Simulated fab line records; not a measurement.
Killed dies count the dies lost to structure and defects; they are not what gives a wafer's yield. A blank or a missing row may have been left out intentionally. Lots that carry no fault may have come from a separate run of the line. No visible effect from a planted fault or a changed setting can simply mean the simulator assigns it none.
fab line records | flow n5-finfet
[record] lots = 7 wafers = 21
route steps=1938 shown BEOL_M10@1512 BEOL_M11@1565 BEOL_M12@1602 BEOL_M14@1762 BEOL_M15@1820 MIM_TOP@1838 MIM_TOP_LITHO@1843
start-h: start of the lot's first displayed wafer, in hours after the record's first day | wait-h: time in hours since the lot's previous step | " the same as in the row above | L1.1+2: a single row standing in for several wafers | - no value, or no start was given | * or withheld: withheld | < > ~ a bound
route shown NAME@n: names a module that has steps shown in the file, with the first one's number in the route | usual: the fault-free wafers' mean and standard deviation | same: alike in all rows | chamber/n: place in a boat | sites: each site's reading | _std_site: the values' standard deviation | _edge_site: mean of outer sites minus mean of inner sites | radius-mm: for every site, how far away it sits from the centre of the wafer | mask NAME#n: copy n | behind: the tool/chamber that last shaped the wafer | hold: why the lot went on hold/how many hours it stayed there/how the hold came to an end | device: which transistor (n, p or np) failed to switch | end of line: tests run on the same wafers once the route is complete | a step without rows: its recipe alone | killed: the dies lost at the first sort to structure and to defects; this is not the yield of the wafer | map: the dies of a wafer, with x for killed, . for not killed, _ for no die there
set.NAME: the setting that was run; set.NAME@STEP: the one run at that earlier step | model.NAME: the simulator's own value behind a step, which no gauge read
lots run with intentionally changed settings; tables by step, rows by wafer
[[steps]]
[step N5_BEOL_M10_TRENCH_ETCH_37]
[recipe] chemistry = C4F6/O2 target-depth-a = 1488.3 target = SiCOH_lowk time-s = 48 ion-energy-ev = 250 pressure-mtorr = 30 source-w = 345 bias-w = 185 Ar_flow_sccm = 300 C4F6_flow_sccm = 10 O2_flow_sccm = 10
[usual] rf-vpp-V = 666/13
// columns lot.wafer tool chamber start-h wait-h set.bias-w rf-vpp-V
L080.4 rie-diel-03 1 - - 199 700
L080.5 " 0 " " 199 713
L080.6 " 3 " " 185 667
L084.2 rie-diel-01 2 - - 185 681
L084.4 " 1 " " 185 683
L084.5 " 1 " " 185 683
L086.1 rie-diel-05 1 - - 172.9 617
L086.2 " 3 " " 185 640
L086.3 " 2 " " 185 681
L092.2 rie-diel-01 0 - - 185 675
L092.4 " 1 " " 185 682
L092.5 " 1 " " 185 684
L093.3 rie-diel-03 2 - - 185 660
L093.4 " 3 " " 185 677
L093.6 " 3 " " 185 677
L094.1 rie-diel-03 1 - - 185 658
L094.5 " 0 " " 185 673
L094.6 " 3 " " 165.8 621
L097.2 rie-diel-05 0 - - 185 654
L097.4 " 3 " " 185 652
L097.6 " 0 " " 164.9 596
[step N5_BEOL_M10_ETCH_41]
[recipe] chemistry = CH3F/O2 target = SiCN target-depth-a = 426 taper-deg = 2 time-s = 86 ion-energy-ev = 120 mask-material = TiN pressure-mtorr = 30 source-w = 395 bias-w = 75 Ar_flow_sccm = 150 CH3F_flow_sccm = 30 O2_flow_sccm = 20
[usual] rf-vpp-V = 297.8/2
// columns lot.wafer tool chamber start-h wait-h set.source-w rf-vpp-V
L080.4 rie-diel-03 1 - - 395 295.2
L080.5 " 0 " " 366.4 305.4
L080.6 " 3 " " 366.4 302.2
L084.2 rie-diel-01 2 - - 395 297.4
L084.4 " 1 " " 341.7 311.7
L084.5 " 1 " " 341.7 311.9
L086.1 rie-diel-05 1 - - 395 295.5
L086.2 " 3 " " 395 294.2
L086.3 " 2 " " 365.7 305.8
L092.2 rie-diel-01 0 - - 395 300.5
L092.4 " 1 " " 395 299.0
L092.5 " 1 " " 395 296.8
L093.3 rie-diel-03 2 - - 395 297.0
L093.4 " 3 " " 439.5 288.8
L093.6 " 3 " " 439.5 289.2
L094.1 rie-diel-03 1 - - 395 296.9
L094.5 " 0 " " 395 301.1
L094.6 " 3 " " 455.9 284.9
L097.2 rie-diel-05 0 - - 395 299.1
L097.4 " 3 " " 395 300.0
L097.6 " 0 " " 395 299.0
[step N5_BEOL_M11_EXPOSE_25]
[recipe] mask-id = V10 na = 1.35 source-shape = annular sigma-inner = 0.5 sigma-outer = 0.8 polarization = unpolarized dose-mj = 85.5
// columns lot.wafer tool chamber start-h wait-h mask set.dose-mj
L080.4+5+6 arfi-scanner-02 0 258.43 - V10#0 85.5
L084.2+5 arfi-scanner-01 0 281.64 - V10#0 87.59
L084.4 " 0 " " V10#0 85.5
L086.1 arfi-scanner-01 0 305.59 - V10#0 89.68
L086.2+3 " 0 " " V10#0 85.5
L092.2+4+5 arfi-scanner-02 0 359.23 - V10#0 85.5
L093.3 arfi-scanner-01 0 378.03 - V10#0 85.5
L093.4+6 " 0 " " V10#0 83.16
L094.1+5 arfi-scanner-03 0 387.60 - V10#0 85.5
L094.6 " 0 " " V10#0 89.48
L097.2+4+6 arfi-scanner-01 0 409.31 - V10#0 85.5
[step N5_BEOL_M11_PEB_26]
[recipe] peb-temp-c = withheld peb-time-s = 60 resist = CAR-ArF
[step N5_BEOL_M11_DEVELOP_27]
[recipe] develop-time-s = 30 developer = TMAH resist = CAR-ArF rinse-liquid = diw dry = air-spin dev-temp-c = 23
[step N5_BEOL_M11_CD_MEAS_28]
[recipe] target-cd-nm = 70 landing-energy-ev = 500 detector = se-inlens polarity = opening
[usual] cd-nm = 69.7/0.85
// columns lot.wafer tool chamber start-h wait-h set.dose-mj@BEOL_M11_EXPOSE_25 cd-nm
L080.4 cd-sem-02 0 258.55 - 85.5 69.7
L080.5 " 0 " " 85.5 70.0
L080.6 " 0 " " 85.5 69.7
L084.2 cd-sem-01 0 281.76 - 87.59 70.5
L084.4 " 0 " " 85.5 69.3
L084.5 " 0 " " 87.59 71.2
L086.1 cd-sem-03 0 305.72 - 89.68 74.3
L086.2 " 0 " " 85.5 70.4
L086.3 " 0 " " 85.5 70.8
L092.2 cd-sem-01 0 359.35 - 85.5 70.2
L092.4 " 0 " " 85.5 69.1
L092.5 " 0 " " 85.5 69.3
L093.3 cd-sem-01 0 378.15 - 85.5 70.5
L093.4 " 0 " " 83.16 66.2
L093.6 " 0 " " 83.16 68.4
L094.1 cd-sem-02 0 387.73 - 85.5 69.1
L094.5 " 0 " " 85.5 69.0
L094.6 " 0 " " 89.48 73.3
L097.2 cd-sem-02 0 409.44 - 85.5 69.7
L097.4 " 0 " " 85.5 70.8
L097.6 " 0 " " 85.5 69.2
[step N5_BEOL_M11_VIA_ETCH_34]
[recipe] chemistry = C4F6/O2 target = SiCOH_lowk target-depth-a = 1845 mask-material = SOC taper-deg = 4 time-s = 69.2 ion-energy-ev = 250 pressure-mtorr = 30 source-w = 345 bias-w = 185 Ar_flow_sccm = 300 C4F6_flow_sccm = 10 O2_flow_sccm = 10
// columns lot.wafer tool chamber start-h wait-h set.time-s model.etch.depth-nm model.SOC_of_BEOL_M11_COAT_63.thk-nm
L080.4 rie-diel-04 0 259.25 0.0 69.2 185.3 92.4
L080.5 " 1 " " 59.65 156.1 93.4
L080.6 " 2 " " 59.65 159.8 93
L084.2 rie-diel-02 2 282.37 0.0 69.2 188.3 91.8
L084.4 " 3 " " 57.58 151.7 93.6
L084.5 " 1 " " 69.2 185 92.4
L086.1 rie-diel-04 1 306.02 0.0 73.93 194.3 91.4
L086.2 " 3 " " 69.2 182.9 91.8
L086.3 " 0 " " 69.2 186.6 91.6
L092.2 rie-diel-02 3 359.65 0.0 69.2 179.4 92.2
L092.4 " 1 " " 69.2 183.7 92
L092.5 " 3 " " 69.2 180 92
L093.3 rie-diel-04 2 378.44 0.0 69.2 186.9 91.8
L093.4 " 0 " " 69.2 185.9 92.2
L093.6 " 2 " " 83.77 226.6 90
L094.1 rie-diel-02 1 388.14 0.0 60.46 161.2 93.4
L094.5 " 1 " " 60.46 161 93.2
L094.6 " 2 " " 60.46 163.1 92.8
L097.2 rie-diel-04 1 410.75 0.0 69.2 184.4 91.4
L097.4 " 1 " " 80.3 213.1 90.4
L097.6 " 2 " " 69.2 187.9 91.4
[step N5_BEOL_M12_ILD_DEP_00]
[recipe] material = SiOC target-thk-a = 6589.2 temp-c = 350 precursor = DEMS/O2 pressure-torr = 5 rf-w = 500 time-s = 130.7
// columns lot.wafer tool chamber start-h wait-h set.time-s model.SiOC_of_BEOL_M12_ILD_DEP_00.thk-nm
L080.4 pecvd-01 0 262.26 0.1 130.7 663.2
L080.5 " 1 " " 130.7 663.8
L080.6 " 2 " " 114.3 581.4
L084.2 pecvd-01 1 286.31 0.0 117.8 586
L084.4 " 1 " " 130.7 655.2
L084.5 " 0 " " 117.8 599
L086.1 pecvd-01 2 308.55 0.0 130.7 660.4
L086.2 " 1 " " 130.7 649.2
L086.3 " 0 " " 130.7 657
L092.2 pecvd-01 1 362.54 0.0 130.7 649.8
L092.4 " 2 " " 130.7 665.2
L092.5 " 1 " " 130.7 662
L093.3 pecvd-01 1 382.03 0.0 124.8 617.8
L093.4 " 1 " " 124.8 621.4
L093.6 " 2 " " 130.7 659
L094.1 pecvd-02 1 391.05 0.0 123 618.2
L094.5 " 2 " " 123 636.2
L094.6 " 0 " " 130.7 665.4
L097.2 pecvd-01 2 415.26 0.0 116.2 567.6
L097.4 " 2 " " 116.2 581
L097.6 " 1 " " 130.7 663.4
[step N5_BEOL_M12_THK_MEAS_01]
[recipe] reads = SiOC_of_BEOL_M12_ILD_DEP_00
[usual] M12_ILD_THK = 657/8.2
// columns lot.wafer tool chamber start-h wait-h set.time-s@BEOL_M12_ILD_DEP_00 M12_ILD_THK[nm]
L080.4 film-metro-02 - 262.34 0.0 130.7 663
L080.5 " - " " 130.7 664
L080.6 " - " " 114.3 582
L084.2 film-metro-01 - 286.44 0.1 117.8 587
L084.4 " - " " 130.7 655
L084.5 " - " " 117.8 599
L086.1 film-metro-02 - 308.68 0.1 130.7 660
L086.2 " - " " 130.7 649
L086.3 " - " " 130.7 657
L092.2 film-metro-02 - 362.67 0.1 130.7 650
L092.4 " - " " 130.7 665
L092.5 " - " " 130.7 661
L093.3 film-metro-02 - 382.17 0.1 124.8 618
L093.4 " - " " 124.8 622
L093.6 " - " " 130.7 659
L094.1 film-metro-01 - 391.19 0.1 123 618
L094.5 " - " " 123 636
L094.6 " - " " 130.7 665
L097.2 film-metro-01 - 415.39 0.1 116.2 568
L097.4 " - " " 116.2 581
L097.6 " - " " 130.7 663
[step N5_BEOL_M12_COAT_58]
[recipe] resist = BARC temp-c = 205 time-s = 60 spin-rpm = 1500 resist-thk-nm = 89
[step N5_BEOL_M12_COAT_04]
[recipe] spin-rpm = 1625 resist-thk-nm = 400
[step N5_BEOL_M12_DESCUM_15]
[recipe] chemistry = O2 time-s = 7.9 source-power-w = 50 bias-power-w = 20 pressure-mtorr = 20 rf-frequency-hz = 2.712e+07 temp-c = 40 o2-flow-sccm = 225
[step N5_BEOL_M12_ETCH_59]
[recipe] chemistry = N2/H2 target = BARC target-depth-a = 890 overetch-a = 267 time-s = 67.9 ion-energy-ev = 200 pressure-mtorr = 30 source-w = 840 bias-w = 150 n2-flow-sccm = 200 h2-flow-sccm = 200
[step N5_BEOL_M12_VIA_ETCH_16]
[recipe] chemistry = C4F8/O2/Ar target = SiOC pressure-mtorr = 30 source-w = 3000 bias-w = 700 Ar_flow_sccm = 400 C4F8_flow_sccm = 15 O2_flow_sccm = 8 he-inner-torr = 15 he-outer-torr = 30 target-depth-a = 7248 time-s = withheld ion-energy-ev = 250 ends = cleared
// columns lot.wafer tool chamber start-h wait-h set.time-s@BEOL_M12_ILD_DEP_00 model.etch.depth-nm model.coat_of_BEOL_M12_COAT_04.thk-nm
L080.4 rie-diel-01 0 262.84 0.0 * 663.1 124.8
L080.5 " 3 " " * 663.7 122.4
L080.6 " 2 " " * 581.3 146
L084.2 rie-diel-01 3 286.92 0.0 * 586.1 144.4
L084.4 " 2 " " * 655.1 126
L084.5 " 3 " " * 599 139.6
L086.1 rie-diel-03 2 309.28 0.0 * 660.4 122.8
L086.2 " 1 " " * 649.2 128
L086.3 " 3 " " * 657 125.8
L092.2 rie-diel-03 0 363.36 0.0 * 649.8 125.6
L092.4 " 1 " " * 665.2 123
L092.5 " 3 " " * 661.9 124.2
L093.3 rie-diel-03 1 382.77 0.0 * 617.8 134.2
L093.4 " 2 " " * 621.4 133.4
L093.6 " 0 " " * 659.1 121.2
L094.1 rie-diel-03 3 391.67 0.0 * 618.2 136.2
L094.5 " 1 " " * 636.1 131.6
L094.6 " 0 " " * 665.4 123
L097.2 rie-diel-05 1 416.11 0.0 * 567.6 154.2
L097.4 " 0 " " * 580.9 146.2
L097.6 " 2 " " * 663.4 124.2
[step N5_BEOL_M12_STRIP_63]
[recipe] chemistry = N2/H2 power-w = 1000 temp-c = 250 h2-frac = 0.65 overash-fraction = 0.3 pressure-mtorr = 1000 n2-flow-sccm = 1750 h2-flow-sccm = 3250
[usual] strip-time-to-endpoint-s = 42.9/0.8
// columns lot.wafer tool chamber start-h wait-h set.time-s@BEOL_M12_ILD_DEP_00 strip-time-to-endpoint-s
L080.4 plasma-asher-01 1 263.06 - 130.7 42.9
L080.5 " 0 " " 130.7 42.3
L080.6 " 1 " " 114.3 48.6
L084.2 plasma-asher-01 0 287.12 - 117.8 48.2
L084.4 " 1 " " 130.7 43.3
L084.5 " 1 " " 117.8 46.9
L086.1 plasma-asher-02 0 309.48 - 130.7 42.5
L086.2 " 1 " " 130.7 43.8
L086.3 " 1 " " 130.7 43.2
L092.2 plasma-asher-01 0 363.56 - 130.7 43.2
L092.4 " 1 " " 130.7 42.5
L092.5 " 1 " " 130.7 42.8
L093.3 plasma-asher-02 1 382.99 - 124.8 45.5
L093.4 " 0 " " 124.8 45.3
L093.6 " 1 " " 130.7 42.0
L094.1 plasma-asher-01 0 391.87 - 123 46.0
L094.5 " 0 " " 123 44.8
L094.6 " 1 " " 130.7 42.5
L097.2 plasma-asher-02 1 416.31 - 116.2 50.8
L097.4 " 0 " " 116.2 48.7
L097.6 " 0 " " 130.7 42.8
[step N5_BEOL_M12_SPUTTER_44]
[recipe] material = Ta target-thk-a = 100 temp-c = 50 bias-v = 80 power-w = 15000 chamber-pressure-pa = 0.07 time-s = 16.13
// columns lot.wafer tool chamber start-h wait-h set.time-s model.Ta_of_BEOL_M12_SPUTTER_44.thk-nm
L080.4+5 pvd-sputter-03 - 265.76 0.0 16.13 10.2
L080.6 " - " " 17.57 10.8
L084.2+4 pvd-sputter-03 - 289.25 0.0 16.13 10
L084.5 " - " " 16.13 9.8
L086.1 pvd-sputter-01 - 314.20 0.0 16.83 10.4
L086.2 " - " " 16.13 10
L086.3 " - " " 16.83 10.2
L092.2+4 pvd-sputter-03 - 366.42 0.0 16.13 9.6
L092.5 " - " " 16.13 9.8
L093.3 pvd-sputter-01 - 388.13 0.0 17.91 11.2
L093.4 " - " " 17.91 11
L093.6 " - " " 17.91 11.4
L094.1+5 pvd-sputter-01 - 396.06 0.0 13.75 8.6
L094.6 " - " " 16.13 10
L097.2 pvd-sputter-03 - 427.15 0.0 16.13 10
L097.4 " - " " 16.13 10.2
L097.6 " - " " 15.16 9.6
[step N5_BEOL_M14_SPUTTER_43]
[recipe] material = TaN target-thk-a = 150 temp-c = 50 bias-v = 168.6 power-w = 15000 chamber-pressure-pa = 0.12 time-s = 24.19
// columns lot.wafer tool chamber start-h wait-h set.power-w model.TaN_of_BEOL_M14_SPUTTER_43.thk-nm
L080.4+5+6 pvd-sputter-01 - 278.98 0.0 16150 16.2
L084.2+4+5 pvd-sputter-03 - 299.37 0.0 15000 15
L086.1 pvd-sputter-01 - 324.24 0.0 15000 15.2
L086.2+3 " - " " 16260 16.2
L092.2+5 pvd-sputter-01 - 379.80 0.0 15000 14.8
L092.4 " - " " 15000 15
L093.3+6 pvd-sputter-03 - 397.55 0.0 15000 15
L093.4 " - " " 17020 17.2
L094.1+5+6 pvd-sputter-01 - 406.63 0.0 15000 15
L097.2 pvd-sputter-02 - 438.80 0.0 15000 15
L097.4+6 " - " " 17200 17
[step N5_BEOL_M14_SPUTTER_44]
[recipe] material = Ta target-thk-a = 150 temp-c = 50 bias-v = 80 power-w = 15000 chamber-pressure-pa = 0.07 time-s = 24.19
// columns lot.wafer tool chamber start-h wait-h set.power-w model.Ta_of_BEOL_M14_SPUTTER_44.thk-nm
L080.4+5 pvd-sputter-01 - 279.06 0.0 15000 15.2
L080.6 " - " " 15000 15
L084.2+4 pvd-sputter-03 - 299.45 0.0 16920 16.6
L084.5 " - " " 15000 14.8
L086.1 pvd-sputter-01 - 324.32 0.0 15000 14.8
L086.2+3 " - " " 15000 15
L092.2+4+5 pvd-sputter-01 - 379.88 0.0 15000 14.8
L093.3 pvd-sputter-03 - 397.63 0.0 15000 15.4
L093.4 " - " " 15000 15.2
L093.6 " - " " 16040 16.4
L094.1 pvd-sputter-01 - 406.71 0.0 16020 16.2
L094.5+6 " - " " 15000 15.4
L097.2+6 pvd-sputter-02 - 438.88 0.0 15000 15.2
L097.4 " - " " 15000 15
[step N5_BEOL_M15_SPUTTER_44]
[recipe] material = Ta target-thk-a = 150 temp-c = 50 bias-v = 80 power-w = 15000 chamber-pressure-pa = 0.07 time-s = 24.19
// columns lot.wafer tool chamber start-h wait-h set.time-s model.Ta_of_BEOL_M15_SPUTTER_44.thk-nm
L080.4 pvd-sputter-01 - 288.37 0.0 24.19 15
L080.5 " - " " 23.14 14.6
L080.6 " - " " 23.14 14.4
L084.2+5 pvd-sputter-02 - 307.21 0.0 26.72 16.4
L084.4 " - " " 24.19 14.8
L086.1+3 pvd-sputter-03 - 330.68 0.0 24.19 15
L086.2 " - " " 24.19 14.8
L092.2 pvd-sputter-01 - 385.71 0.0 24.19 15.4
L092.4+5 " - " " 24.19 15.2
L093.3+4+6 pvd-sputter-03 - 406.44 0.0 24.19 15.2
L094.1+6 pvd-sputter-01 - 414.48 0.0 24.19 15.2
L094.5 " - " " 21.95 13.8
L097.2 pvd-sputter-02 - 443.92 0.0 25.89 15.8
L097.4 " - " " 24.19 15
L097.6 " - " " 25.89 16
[step N5_MIM_TOP_SPUTTER_03]
[recipe] material = TiN target-thk-a = 350 temp-c = 200 power-w = 3000 chamber-pressure-pa = 0.49996 gas = Ar reactive-partial-pa = 0.37997 time-s = 89.7
// columns lot.wafer tool chamber start-h wait-h set.time-s model.TiN_of_MIM_TOP_SPUTTER_03.thk-nm
L080.4 pvd-sputter-03 - 293.91 0.0 89.7 34.6
L080.5 " - " " 89.7 34.2
L080.6 " - " " 85.44 33
L084.2+5 pvd-sputter-03 - 312.14 0.0 89.7 34.6
L084.4 " - " " 82.45 31.4
L086.1 pvd-sputter-02 - 335.50 0.0 101.3 38.6
L086.2 " - " " 101.3 38.8
L086.3 " - " " 89.7 34.2
L092.2+5 pvd-sputter-01 - 389.84 0.0 89.7 35.6
L092.4 " - " " 89.7 35.4
L093.3+6 pvd-sputter-01 - 410.54 0.0 89.7 35.6
L093.4 " - " " 89.7 35.4
L094.1 pvd-sputter-01 - 420.12 0.0 100.5 39.8
L094.5 " - " " 100.5 39.4
L094.6 " - " " 89.7 35.2
L097.2 pvd-sputter-03 - 449.15 0.0 102.8 39.4
L097.4 " - " " 102.8 39.2
L097.6 " - " " 89.7 33.8
[step N5_MIM_TOP_LITHO_EXPOSE_05]
[recipe] mask-id = MIM_TOP na = 0.55 source-shape = conventional sigma-outer = 0.8 polarization = unpolarized target-cd-nm = 2000 dose-mj = 20.5
// columns lot.wafer tool chamber start-h wait-h mask set.dose-mj
L080.4+5+6 krf-scanner-02 0 294.27 - MIM_TOP#0 20.5
L084.2 krf-scanner-01 0 312.36 - MIM_TOP#0 20.5
L084.4+5 " 0 " " MIM_TOP#0 21.3
L086.1+2+3 krf-scanner-02 0 335.84 - MIM_TOP#0 20.5
L092.2+4+5 krf-scanner-02 0 390.06 - MIM_TOP#0 20.5
L093.3+4+6 krf-scanner-01 0 410.89 - MIM_TOP#0 20.5
L094.1 krf-scanner-02 0 420.46 - MIM_TOP#0 20.5
L094.5+6 " 0 " " MIM_TOP#0 21.89
L097.2+6 krf-scanner-02 0 449.50 - MIM_TOP#0 21.34
L097.4 " 0 " " MIM_TOP#0 20.5
[step N5_MIM_TOP_LITHO_PEB_06]
[recipe] peb-temp-c = withheld peb-time-s = *
[step N5_MIM_TOP_LITHO_DEVELOP_07]
[recipe] develop-time-s = 60 rinse-liquid = diw dry = air-spin dev-temp-c = 21
[step N5_MIM_TOP_LITHO_HARDBAKE_09]
[recipe] temp-c = 130 time-s = 120
[step N5_MIM_TOP_LITHO_CD_MEAS_08]
[recipe] target-cd-nm = 2000 landing-energy-ev = 500 detector = se-inlens
[usual] cd-nm = 1998.8/1.7
// columns lot.wafer tool chamber start-h wait-h set.dose-mj@MIM_TOP_LITHO_EXPOSE_05 cd-nm
L080.4 cd-sem-01 0 294.43 - 20.5 1999.2
L080.5 " 0 " " 20.5 2000.4
L080.6 " 0 " " 20.5 1999.8
L084.2 cd-sem-03 0 312.53 - 20.5 2001.2
L084.4 " 0 " " 21.3 1992.1
L084.5 " 0 " " 21.3 1992.4
L086.1 cd-sem-02 0 336.02 - 20.5 1999.6
L086.2 " 0 " " 20.5 1998.6
L086.3 " 0 " " 20.5 1999.5
L092.2 cd-sem-03 0 390.23 - 20.5 1999.4
L092.4 " 0 " " 20.5 2000.3
L092.5 " 0 " " 20.5 1998.6
L093.3 cd-sem-02 0 411.06 - 20.5 1996.7
L093.4 " 0 " " 20.5 1996.2
L093.6 " 0 " " 20.5 1996.5
L094.1 cd-sem-03 0 420.63 - 20.5 1997.8
L094.5 " 0 " " 21.89 1985.0
L094.6 " 0 " " 21.89 1986.4
L097.2 cd-sem-02 0 449.67 - 21.34 1993.1
L097.4 " 0 " " 20.5 2001.8
L097.6 " 0 " " 21.34 1991.6
[step N5_MIM_TOP_LITHO_DESCUM_10]
[recipe] chemistry = O2 time-s = 7.9 source-power-w = 50 bias-power-w = 20 pressure-mtorr = 20 rf-frequency-hz = 2.712e+07 temp-c = 40 o2-flow-sccm = 225
// columns lot.wafer tool chamber start-h wait-h set.dose-mj@MIM_TOP_LITHO_EXPOSE_05 model.MIM_TOP_LITHO.cd-nm
L080.4 rie-diel-05 2 294.51 0.0 20.5 1999
L080.5+6 " 3,2 " " 20.5 2000
L084.2 rie-diel-01 1 313.15 0.6 20.5 2002
L084.4+5 " 3,1 " " 21.3 1992
L086.1 rie-diel-01 3 336.24 0.2 20.5 2000
L086.2+3 " 0,1 " " 20.5 1999
L092.2+4 rie-diel-03 2,3 390.42 0.1 20.5 2000
L092.5 " 0 " " 20.5 1999
L093.3+4 rie-diel-01 2,0 411.14 0.0 20.5 1996
L093.6 " 0 " " 20.5 1997
L094.1 rie-diel-03 3 420.72 0.0 20.5 1998
L094.5 " 3 " " 21.89 1985
L094.6 " 1 " " 21.89 1987
L097.2 rie-diel-05 1 449.76 0.0 21.34 1993
L097.4 " 2 " " 20.5 2002
L097.6 " 3 " " 21.34 1992
[[key]]
[split] step = N5_BEOL_M10_TRENCH_ETCH_37 setting = bias-w stated = 185 by = wafer
[response] step = N5_BEOL_M10_TRENCH_ETCH_37 reading = rf-vpp-V change = +5.12 per = 1% r = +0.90
[split] step = N5_BEOL_M10_ETCH_41 setting = source-w stated = 395 by = wafer
[response] step = N5_BEOL_M10_ETCH_41 reading = rf-vpp-V change = -0.986 per = 1% r = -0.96
[split] step = N5_BEOL_M11_EXPOSE_25 setting = dose-mj stated = 85.5 by = wafer
[response] step = N5_BEOL_M11_CD_MEAS_28 reading = cd-nm change = +0.861 per = 1% r = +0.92
[split] step = N5_BEOL_M11_VIA_ETCH_34 setting = time-s stated = 69.2 by = wafer
[response] step = N5_BEOL_M11_VIA_ETCH_34 reading = model.etch.depth-nm change = +1.89 per = 1% r = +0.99
[response] step = N5_BEOL_M11_VIA_ETCH_34 reading = model.SOC_of_BEOL_M11_COAT_63.thk-nm change = -0.0791 per = 1% r = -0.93
[split] step = N5_BEOL_M12_ILD_DEP_00 setting = time-s stated = 130.7 by = wafer
[response] step = N5_BEOL_M12_ILD_DEP_00 reading = model.SiOC_of_BEOL_M12_ILD_DEP_00.thk-nm change = +7.02 per = 1% r = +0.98
[response] step = N5_BEOL_M12_THK_MEAS_01 reading = M12_ILD_THK change = +6.99 per = 1% r = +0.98
[response] step = N5_BEOL_M12_VIA_ETCH_16 reading = model.etch.depth-nm change = +7.02 per = 1% r = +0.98
[response] step = N5_BEOL_M12_VIA_ETCH_16 reading = model.coat_of_BEOL_M12_COAT_04.thk-nm change = -1.96 per = 1% r = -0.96
[response] step = N5_BEOL_M12_STRIP_63 reading = strip-time-to-endpoint-s change = * per = 1% r = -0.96
[split] step = N5_BEOL_M12_SPUTTER_44 setting = time-s stated = 16.13 by = wafer
[response] step = N5_BEOL_M12_SPUTTER_44 reading = model.Ta_of_BEOL_M12_SPUTTER_44.thk-nm change = +0.086 per = 1% r = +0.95
[split] step = N5_BEOL_M14_SPUTTER_43 setting = power-w stated = 15000 by = wafer
[response] step = N5_BEOL_M14_SPUTTER_43 reading = model.TaN_of_BEOL_M14_SPUTTER_43.thk-nm change = +0.144 per = 1% r = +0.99
[split] step = N5_BEOL_M14_SPUTTER_44 setting = power-w stated = 15000 by = wafer
[response] step = N5_BEOL_M14_SPUTTER_44 reading = model.Ta_of_BEOL_M14_SPUTTER_44.thk-nm change = +0.14 per = 1% r = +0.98
[split] step = N5_BEOL_M15_SPUTTER_44 setting = time-s stated = 24.19 by = wafer
[response] step = N5_BEOL_M15_SPUTTER_44 reading = model.Ta_of_BEOL_M15_SPUTTER_44.thk-nm change = +0.145 per = 1% r = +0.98
[split] step = N5_MIM_TOP_SPUTTER_03 setting = time-s stated = 89.7 by = wafer
[response] step = N5_MIM_TOP_SPUTTER_03 reading = model.TiN_of_MIM_TOP_SPUTTER_03.thk-nm change = +0.365 per = 1% r = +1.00
[split] step = N5_MIM_TOP_LITHO_EXPOSE_05 setting = dose-mj stated = 20.5 by = wafer
[response] step = N5_MIM_TOP_LITHO_CD_MEAS_08 reading = cd-nm change = -2 per = 1% r = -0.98
[response] step = N5_MIM_TOP_LITHO_DESCUM_10 reading = model.MIM_TOP_LITHO.cd-nm change = -2 per = 1% r = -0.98
